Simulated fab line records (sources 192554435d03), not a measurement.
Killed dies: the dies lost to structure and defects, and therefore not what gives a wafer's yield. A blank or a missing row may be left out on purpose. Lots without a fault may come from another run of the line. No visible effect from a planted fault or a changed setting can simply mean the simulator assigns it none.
fab line records	flow n5Finfet
record lots=6	wafers=18	lastDay=17
route steps=1938 shown BEOL_M0_SAQP@682 BEOL_M4@1111
lots with no fault: from the same line, run without faults
startH: the number of hours between the record's first day and the start of the first shown wafer of the lot	waitH: hours since the lot's step before	" repeats the value in the row above	L1.1+2: a row that stands for several wafers	- no value, or no start was given	* or withheld: withheld	< > ~ a bound
route shown NAME@n: names a module that has steps shown in the file, with the first one's number in the route	usual: mean/standard deviation of fault-free wafers	same: alike in all rows	chamber/n: place in a boat	sites: readings site by site	_std_site: their standard deviation	_edge_site: the outer-site mean with the inner-site mean subtracted	radiusMm: how far each site lies from the wafer's centre	mask NAME#n: copy n	behind: the most recent tool/chamber to have shaped the wafer	hold: cause of the lot's hold/its duration in hours/its outcome	device: transistor that didn't switch, given as n, p or np	end of line: the route-end tests of the same wafers	a step without rows: its recipe alone	killed: dies lost to structure and defects at the first sort, not the wafer's yield	map: dies across one wafer; x = killed, . = not, _ = none there
set.NAME: the run value of the setting; set.NAME@STEP: its run value at that earlier step	model.NAME: the simulator's own value behind a step, which no gauge read
certain route steps with their lots: each step a table, each wafer a row
services: when a tool's chamber went out of use (startH, in hours from the record's first day, below 0 if earlier), for how many hours, and the reason
## steps
# step N5_BEOL_M0_SAQP_COAT_87
# recipe resist=underlayer	tempC=205	timeS=60	spinRpm=1500	resistThkNm=5
# step N5_BEOL_M0_SAQP_COAT_34
# recipe resist=CAR-EUV	spinRpm=1500	resistThkNm=30
# step N5_BEOL_M0_SAQP_EBR_36
# recipe solvent=PGMEA	ebrWidthMm=1.5
# step N5_BEOL_M0_SAQP_SOFTBAKE_35
# recipe tempC=110	timeS=60	resist=CAR-EUV
# step N5_BEOL_M0_SAQP_EXPOSE_37
# recipe maskId=M0_CUT1	na=0.33	sourceShape=annular	sigmaInner=0.35	sigmaOuter=0.8	polarization=unpolarized	targetCdNm=30	doseMj=44.75
# step N5_BEOL_M0_SAQP_PEB_38
# recipe pebTempC=100	pebTimeS=60	resist=CAR-EUV
# step N5_BEOL_M0_SAQP_DEVELOP_39
# recipe developTimeS=30	developer=TMAH	resist=CAR-EUV	rinseLiquid=surfactantRinse	dry=airSpin	devTempC=23
# step N5_BEOL_M0_SAQP_CD_MEAS_40
# recipe targetCdNm=30	landingEnergyEv=500	detector=seInlens
# usual cdNm=29.95/0.25
lot.wafer	tool	chamber	startH	waitH	cdNm
L930.3	cdSem-02	0	125.88	-	29.91
L930.5	"	0	"	"	29.57
L930.6	"	0	"	"	29.69
L934.1	cdSem-03	0	151.47	-	30.03
L934.3	"	0	"	"	30.21
L934.4	"	0	"	"	30.13
L939.1	cdSem-03	0	187.85	-	29.79
L939.2	"	0	"	"	29.53
L939.6	"	0	"	"	29.69
L945.2	cdSem-03	0	212.05	-	30.09
L945.3	"	0	"	"	30.02
L945.4	"	0	"	"	30.02
L946.4	cdSem-02	0	224.35	-	29.85
L946.5	"	0	"	"	29.82
L946.6	"	0	"	"	30.01
L951.1	cdSem-02	0	248.13	-	30.23
L951.2	"	0	"	"	30.11
L951.6	"	0	"	"	30.04
# step N5_BEOL_M0_SAQP_OVL_MEAS_41
# recipe pointsPerWafer=522
# usual M0_CUT1_OVL=0.2/0.67
lot.wafer	tool	chamber	startH	waitH	M0_CUT1_OVL[nm]
L930.3	overlay-01	0	125.92	0.0	0.1
L930.5	"	0	"	"	0.1
L930.6	"	0	"	"	0.0
L934.1	overlay-01	0	151.50	0.0	0.7
L934.3	"	0	"	"	0.1
L934.4	"	0	"	"	0.0
L939.1	overlay-02	0	187.88	0.0	-0.6
L939.2	"	0	"	"	0.5
L939.6	"	0	"	"	0.5
L945.2	overlay-01	0	212.08	0.0	-0.1
L945.3	"	0	"	"	1.1
L945.4	"	0	"	"	-0.2
L946.4	overlay-01	0	224.40	0.0	-0.9
L946.5	"	0	"	"	-1.6
L946.6	"	0	"	"	-0.1
L951.1	overlay-01	0	248.16	0.0	0.2
L951.2	"	0	"	"	1.3
L951.6	"	0	"	"	-0.3
# step N5_BEOL_M0_SAQP_INSPECT_42
# recipe mode=adi	inspectInstrument=brightfield
# usual rawDefectCount=273/77
lot.wafer	tool	chamber	startH	waitH	rawDefectCount
L930.3	defectInspect-02	-	125.97	0.0	235
L930.5	"	-	"	"	288
L930.6	"	-	"	"	247
L934.1	defectInspect-02	-	151.56	0.1	264
L934.3	"	-	"	"	274
L934.4	"	-	"	"	214
L939.1	defectInspect-02	-	187.93	0.1	487
L939.2	"	-	"	"	234
L939.6	"	-	"	"	332
L945.2	defectInspect-01	-	212.14	0.0	300
L945.3	"	-	"	"	366
L945.4	"	-	"	"	344
L946.4	defectInspect-01	-	224.44	0.0	210
L946.5	"	-	"	"	173
L946.6	"	-	"	"	176
L951.1	defectInspect-01	-	248.22	0.1	289
L951.2	"	-	"	"	198
L951.6	"	-	"	"	369
# step N5_BEOL_M0_SAQP_DESCUM_45
# recipe chemistry=O2	timeS=7	sourcePowerW=50	biasPowerW=20	pressureMtorr=20	rfFrequencyHz=2.712e+07	tempC=40	resist=CAR-EUV	o2FlowSccm=225
# usual drypumpMotorCurrentA=5.6/0.42	oesProductAu=0.79/0.084	rfVppV=243.4/1.4	showerheadPlenumPTorr=2.11/0.066	throttleValvePct=20.39/0.25
lot.wafer	tool	chamber	startH	waitH	drypumpMotorCurrentA	oesProductAu	rfHoursCounterH	rfVppV	showerheadPlenumPTorr	throttleValvePct
L930.3	rieDiel-05	2	126.00	0.0	6.3	0.70	199	242.0	2.00	20.77
L930.5	"	0	"	"	6.4	0.69	-	242.6	2.07	20.74
L930.6	"	1	"	"	5.0	0.73	-	244.9	2.16	20.22
L934.1	rieDiel-03	0	151.60	0.0	5.5	0.81	86	242.8	2.12	20.36
L934.3	"	0	"	"	5.5	0.82	-	244.0	2.12	20.36
L934.4	"	3	"	"	5.4	0.71	-	242.8	2.07	20.37
L939.1	rieDiel-02	3	187.97	0.0	5.8	0.74	175	243.6	2.18	20.46
L939.2	"	1	"	"	5.4	0.88	37	242.6	2.14	20.26
L939.6	"	2	"	"	5.2	0.77	-	242.3	2.10	20.59
L945.2	rieDiel-02	3	212.17	0.0	5.7	0.74	183	244.5	2.17	20.48
L945.3	"	1	"	"	5.4	0.87	44	244.4	2.14	20.26
L945.4	"	0	"	"	5.9	0.91	38	244.9	2.21	19.88
L946.4	rieDiel-02	3	224.47	0.0	5.8	0.73	187	246.0	2.17	20.47
L946.5	"	1	"	"	5.4	0.86	-	244.3	2.14	20.26
L946.6	"	0	"	"	5.9	0.89	-	247.6	2.21	19.91
L951.1	rieDiel-05	3	248.57	0.3	5.5	0.74	186	241.4	1.99	20.59
L951.2	"	2	"	"	6.3	0.68	239	241.2	1.99	20.82
L951.6	"	2	"	"	6.3	0.69	-	241.6	1.99	20.80
# step N5_BEOL_M0_SAQP_ETCH_88
# recipe chemistry=N2/H2	target=underlayer	targetDepthA=65	timeS=5.2	ionEnergyEv=200	maskMaterial=CAR-EUV	pressureMtorr=30	sourceW=840	biasW=150	n2FlowSccm=200	h2FlowSccm=200	ends=cleared
# usual drypumpMotorCurrentA=5.6/0.42	etchRfOnTimeS=5.20/0.064	oesProductAu=0.67/0.069	rfVppV=524.5/2.6	showerheadPlenumPTorr=2.56/0.079	throttleValvePct=17.78/0.28
lot.wafer	tool	chamber	startH	waitH	drypumpMotorCurrentA	etchRfOnTimeS	oesProductAu	rfHoursCounterH	rfVppV	showerheadPlenumPTorr	throttleValvePct
L930.3	rieDiel-05	2	126.04	0.0	6.4	5.28	0.60	199	519.4	2.42	18.13
L930.5	"	0	"	"	6.5	5.25	0.59	-	523.2	2.51	18.16
L930.6	"	1	"	"	5.0	5.34	0.62	-	525.2	2.63	17.74
L934.1	rieDiel-03	0	151.65	0.0	5.5	5.24	0.70	86	525.4	2.57	17.79
L934.3	"	0	"	"	5.5	5.20	0.70	-	526.2	2.57	17.79
L934.4	"	3	"	"	5.3	5.26	0.61	-	523.7	2.52	17.83
L939.1	rieDiel-02	3	188.00	0.0	5.8	5.20	0.63	175	525.6	2.63	17.73
L939.2	"	1	"	"	5.4	5.19	0.74	37	525.2	2.59	17.60
L939.6	"	2	"	"	5.2	5.19	0.65	-	524.6	2.54	18.05
L945.2	rieDiel-02	3	212.20	0.0	5.7	5.21	0.62	183	526.9	2.63	17.76
L945.3	"	1	"	"	5.4	5.13	0.73	44	522.4	2.58	17.60
L945.4	"	0	"	"	5.9	5.18	0.76	38	527.3	2.69	17.21
L946.4	rieDiel-02	3	224.50	0.0	5.8	5.26	0.63	187	529.4	2.63	17.74
L946.5	"	1	"	"	5.4	5.10	0.73	-	525.1	2.58	17.62
L946.6	"	0	"	"	5.9	5.21	0.77	-	523.4	2.69	17.22
L951.1	rieDiel-05	3	248.60	0.0	5.5	5.13	0.62	186	519.3	2.43	18.03
L951.2	"	2	"	"	6.4	5.23	0.58	239	520.9	2.40	18.22
L951.6	"	2	"	"	6.3	5.17	0.58	-	518.0	2.40	18.21
# step N5_BEOL_M0_SAQP_ETCH_73
# recipe chemistry=CF4	target=SiARC	targetDepthA=195	maskMaterial=CAR-EUV	timeS=32.5	ionEnergyEv=80	pressureMtorr=40	sourceW=545	biasW=36	Ar_flow_sccm=100	cf4FlowSccm=100	ends=cleared
# usual drypumpMotorCurrentA=5.6/0.42	etchRfOnTimeS=32.5/0.46	oesProductAu=0.67/0.069	rfVppV=184.2/1.1	showerheadPlenumPTorr=2.16/0.065	throttleValvePct=15.57/0.26
lot.wafer	tool	chamber	startH	waitH	drypumpMotorCurrentA	etchRfOnTimeS	oesProductAu	rfHoursCounterH	rfVppV	showerheadPlenumPTorr	throttleValvePct
L930.3	rieDiel-05	2	126.06	0.0	6.3	32.6	0.60	199	181.4	2.04	15.89
L930.5	"	0	"	"	6.4	32.3	0.60	-	184.2	2.12	15.99
L930.6	"	1	"	"	5.0	32.7	0.63	-	185.9	2.21	15.48
L934.1	rieDiel-03	0	151.67	0.0	5.5	32.8	0.69	87	184.4	2.16	15.44
L934.3	"	0	"	"	5.5	32.3	0.70	-	184.1	2.16	15.44
L934.4	"	3	"	"	5.4	32.8	0.61	-	183.8	2.13	15.63
L939.1	rieDiel-02	3	188.02	0.0	5.8	32.8	0.63	175	184.0	2.22	15.69
L939.2	"	1	"	"	5.4	32.6	0.73	37	184.1	2.17	15.29
L939.6	"	2	"	"	5.2	32.2	0.66	-	184.3	2.13	15.71
L945.2	rieDiel-02	3	212.22	0.0	5.8	19.4	0.86	183	184.6	2.22	15.72
L945.3	"	1	"	"	5.4	19.0	1.02	44	183.9	2.17	15.32
L945.4	"	0	"	"	5.9	19.5	1.05	38	185.1	2.26	15.13
L946.4	rieDiel-02	3	224.52	0.0	5.8	19.0	0.88	187	186.2	2.22	15.70
L946.5	"	1	"	"	5.4	18.8	1.02	-	183.6	2.17	15.31
L946.6	"	0	"	"	5.9	19.1	1.06	-	186.0	2.26	15.12
L951.1	rieDiel-05	3	248.62	0.0	5.5	31.9	0.63	186	182.6	2.05	15.79
L951.2	"	2	"	"	6.3	32.8	0.58	239	183.2	2.03	15.98
L951.6	"	2	"	"	6.3	33.0	0.57	-	183.6	2.03	15.99
# step N5_BEOL_M0_SAQP_CUT_ETCH_46
# recipe chemistry=N2/H2	target=SOC	targetDepthA=1350	overetchA=270	tempC=40	timeS=202.5	ionEnergyEv=200	maskMaterial=SiARC	pressureMtorr=30	sourceW=840	biasW=150	n2FlowSccm=200	h2FlowSccm=200
# usual drypumpMotorCurrentA=5.6/0.42	rfVppV=524.6/2.4	showerheadPlenumPTorr=2.56/0.079	throttleValvePct=17.74/0.28
lot.wafer	tool	chamber	startH	waitH	drypumpMotorCurrentA	rfHoursCounterH	rfVppV	showerheadPlenumPTorr	throttleValvePct
L930.3	rieDiel-05	2	126.09	0.0	6.3	199	520.8	2.42	18.10
L930.5	"	0	"	"	6.4	-	523.7	2.51	18.12
L930.6	"	1	"	"	5.0	-	525.0	2.63	17.73
L934.1	rieDiel-03	0	151.72	0.0	5.5	87	524.3	2.57	17.72
L934.3	"	0	"	"	5.5	-	523.9	2.57	17.72
L934.4	"	3	"	"	5.4	-	522.7	2.52	17.76
L939.1	rieDiel-02	3	188.05	0.0	5.7	176	526.8	2.63	17.70
L939.2	"	1	"	"	5.4	37	524.9	2.59	17.54
L939.6	"	2	"	"	5.2	-	524.2	2.54	17.98
L945.2	rieDiel-02	3	212.25	0.0	5.8	183	524.8	2.63	17.71
L945.3	"	1	"	"	5.4	44	523.6	2.58	17.53
L945.4	"	0	"	"	5.9	38	528.2	2.69	17.17
L946.4	rieDiel-02	3	224.55	0.0	5.8	187	528.2	2.63	17.72
L946.5	"	1	"	"	5.4	-	525.9	2.58	17.55
L946.6	"	0	"	"	5.9	-	528.6	2.69	17.17
L951.1	rieDiel-05	3	248.65	0.0	5.5	186	520.9	2.43	18.00
L951.2	"	2	"	"	6.4	239	520.1	2.40	18.18
L951.6	"	2	"	"	6.4	-	521.8	2.40	18.17
# step N5_BEOL_M4_RC_MEAS_101
# usual DIBL_N=36.4/1.5	DIBL_P=36.6/1.9	IOFF_N=0.155/0.021	IOFF_P=0.211/0.028	ION_N=671/8.6	ION_P=462/5.8	SS_N=71.5/0.5	SS_P=73.4/0.58	VT_N=250.1/2.4	VT_P=-250.1/3
lot.wafer	tool	chamber	startH	waitH	DIBL_N[mV/V]	DIBL_P[mV/V]	IOFF_N[nA/um]	IOFF_P[nA/um]	ION_N[uA/um]	ION_P[uA/um]	SS_N[mV/dec]	SS_P[mV/dec]	VT_N[mV]	VT_P[mV]
L930.3	prober-01	0	179.06	0.3	35.9	36.5	0.143	0.221	666	461	70.9	73.6	250.6	-248.7
L930.5	"	0	"	"	34.2	35.0	0.128	0.202	666	466	70.9	73.0	251.3	-247.3
L930.6	"	0	"	"	35.9	36.7	0.141	0.229	668	465	71.8	73.9	249.9	-247.0
L934.1	prober-02	0	207.70	0.0	34.2	33.3	0.116	0.171	657	460	71.2	72.3	251.6	-255.3
L934.3	"	0	"	"	35.4	35.3	0.141	0.204	668	466	71.0	73.1	250.3	-248.9
L934.4	"	0	"	"	38.1	37.4	0.175	0.223	664	462	71.5	73.7	249.8	-249.3
L939.1	prober-02	0	236.97	0.0	35.7	34.6	0.131	0.167	664	459	71.4	73.1	253.5	-252.8
L939.2	"	0	"	"	38.2	37.7	0.178	0.220	679	461	72.4	74.3	251.5	-250.0
L939.6	"	0	"	"	37.7	38.0	0.165	0.213	689	466	72.0	73.8	251.8	-250.6
L945.2	prober-01	0	268.82	0.2	39.5	40.0	0.203	0.260	674	463	72.3	74.1	247.5	-249.3
L945.3	"	0	"	"	39.6	40.0	0.206	0.262	677	464	72.4	73.9	245.3	-248.5
L945.4	"	0	"	"	39.0	38.8	0.194	0.248	670	463	72.1	73.7	247.8	-249.0
L946.4	prober-02	0	278.42	0.5	36.5	39.2	0.179	0.239	677	466	71.5	73.3	249.6	-249.1
L946.5	"	0	"	"	35.6	37.8	0.161	0.225	674	464	71.4	73.4	250.0	-248.6
L946.6	"	0	"	"	35.2	37.0	0.158	0.206	676	462	71.6	73.3	249.0	-249.4
L951.1	prober-02	0	308.25	0.0	34.5	34.4	0.117	0.138	674	460	70.9	72.5	252.8	-259.8
L951.2	"	0	"	"	36.2	35.8	0.140	0.153	675	455	71.0	73.1	251.5	-257.3
L951.6	"	0	"	"	37.7	38.3	0.170	0.188	680	454	70.7	74.0	247.1	-252.9
## services
tool	chamber	startH	hours	kind
rieDiel-02	1	110.06	6.0	repair
rieDiel-03	-	130.92	0.7	repair
rieDiel-02	-	140.34	0.4	repair
rieDiel-03	2	145.58	-	clean
rieDiel-03	2	145.58	-	consumableReplace:focusRing
rieDiel-03	2	145.58	13.5	scheduledDown
rieDiel-03	2	145.58	13.5	ventCycle
rieDiel-03	1	149.89	4.6	repair
rieDiel-05	0	215.24	3.8	repair
rieDiel-05	0	241.21	-	clean
rieDiel-05	0	241.21	-	consumableReplace:focusRing
rieDiel-05	0	241.21	16.2	scheduledDown
rieDiel-05	0	241.21	16.2	ventCycle
rieDiel-02	-	243.38	28.1	pm
## key
firstSign step=N5_BEOL_M0_SAQP_ETCH_73	reading=etchRfOnTimeS	direction=down	sigmas=29	usual=*	struck=*
effect step=N5_BEOL_M0_SAQP_ETCH_73	reading=oesProductAu	direction=up	sigmas=4.6	usual=0.67	struck=0.98
metAt N5_BEOL_M0_SAQP_ETCH_73
struckWafers L945.2,L945.3,L945.4,L946.4,L946.5,L946.6
onsetBetween 188.02 212.22
fault kind=processParameterDrift	tool=rieDiel-02	chamber=-	onsetH=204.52	steps=N5_BEOL_M0_SAQP_ETCH_73	channel=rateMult	offset=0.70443	shape=step	endH=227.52
